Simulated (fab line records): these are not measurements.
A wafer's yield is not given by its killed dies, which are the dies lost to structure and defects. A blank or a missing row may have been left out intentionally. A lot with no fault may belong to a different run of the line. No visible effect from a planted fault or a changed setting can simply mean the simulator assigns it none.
Split-lot trial | flow n5 finfet | 21 wafers read across 7 lots, on a route 1938 steps long

ABOUT THE SPLIT
At N5_HKMG_FIN_COAT_66 (time 60 s, resist thk 300 nm), the setting spin rpm was moved away from the recipe's 1500 rpm on 6 of the 21 wafers read, by -3.9% to +5.2%. All remaining wafers had this setting at the recipe value.

The reading comes from the split's own step.

THE READING
SOC_of_HKMG_FIN_COAT_66.thk nm (the simulator's own value, which no gauge read), in nm, at N5_HKMG_FIN_COAT_66 (time 60 s, resist thk 300 nm). No usual value for it is given in the file. Across the 15 wafers here that went through the recipe, the average is 299.7 nm and the standard deviation 0.63 nm.

wafer  | tool, chamber at the split | spin rpm as run, rpm | against the recipe | SOC_of_HKMG_FIN_COAT_66.thk nm, nm | against lot-mates on the recipe
L077.1 | litho track-01, 0          | 1500                 | recipe             | 300.4                              | -
L077.5 | litho track-01, 0          | 1442                 | -3.9%              | 307.4                              | +6.8
L077.6 | litho track-01, 0          | 1500                 | recipe             | 300.8                              | -
L080.1 | litho track-02, 0          | 1578                 | +5.2%              | 293                                | -6.6
L080.3 | litho track-02, 0          | 1578                 | +5.2%              | 292.8                              | -6.8
L080.6 | litho track-02, 0          | 1500                 | recipe             | 299.6                              | -
L081.1 | litho track-02, 0          | 1500                 | recipe             | 299                                | -
L081.2 | litho track-02, 0          | 1500                 | recipe             | 298.4                              | -
L081.5 | litho track-02, 0          | 1500                 | recipe             | 298.8                              | -
L082.2 | litho track-02, 0          | 1500                 | recipe             | 299.2                              | -
L082.3 | litho track-02, 0          | 1577                 | +5.1%              | 291.6                              | -7.6
L082.4 | litho track-02, 0          | 1577                 | +5.1%              | 291                                | -8.2
L086.2 | litho track-01, 0          | 1500                 | recipe             | 299.4                              | -
L086.5 | litho track-01, 0          | 1500                 | recipe             | 299.6                              | -
L086.6 | litho track-01, 0          | 1500                 | recipe             | 299.6                              | -
L091.3 | litho track-04, 0          | 1500                 | recipe             | 300                                | -
L091.4 | litho track-04, 0          | 1500                 | recipe             | 300                                | -
L091.6 | litho track-04, 0          | 1500                 | recipe             | 299.8                              | -
L093.2 | litho track-02, 0          | 1443                 | -3.8%              | 305.6                              | +5.3
L093.3 | litho track-02, 0          | 1500                 | recipe             | 300.2                              | -
L093.5 | litho track-02, 0          | 1500                 | recipe             | 300.4                              | -

FIT RESULTS
A straight line over all 21 wafers: SOC_of_HKMG_FIN_COAT_66.thk nm changes by -1.55 nm for each +1% of spin rpm; r = -0.98; the points scatter about the line by 0.8 nm.
The same after taking each lot's own level away (the mean of its wafers on the recipe; 21 wafers): -1.46 nm for each +1%; r = -0.99; scatter 0.44 nm.
That fit puts the effect of the largest move of spin rpm on the reading at 7.6 nm.
The lots' own levels span 298.73 to 300.60 nm, that is 3.0 times the standard deviation above.
Hence the lot-to-lot level has little effect on the slope; both slopes agree.
Check: with one of the wafers moved furthest among these (+5.2%) left out of the fit, the line predicts -7.72 nm for it against its lot-mates. Against them it came out at -6.6 nm.

THESE WAFERS: OTHER SPLITS
These wafers also went through other splits before the reading. Each is held against what the fit with the lots' levels taken away leaves over:
other split on the same wafers | wafers away from the commonest value | r with SOC_of_HKMG_FIN_COAT_66.thk nm (lot level and that fit taken away)
N5_DUMMY_GATE_ETCH_37 source w | 6                                    | +0.06
N5_SD_EPI_N_COAT_33 spin rpm   | 4                                    | +0.35
N5_SD_EPI_N_DESCUM_14 time s   | 7                                    | -0.38
N5_SDB_COAT_05 spin rpm        | 7                                    | -0.45

FILE'S OWN FIT
SOC_of_HKMG_FIN_COAT_66.thk nm changes by -1.47 nm for each +1% of spin rpm, r = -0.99.
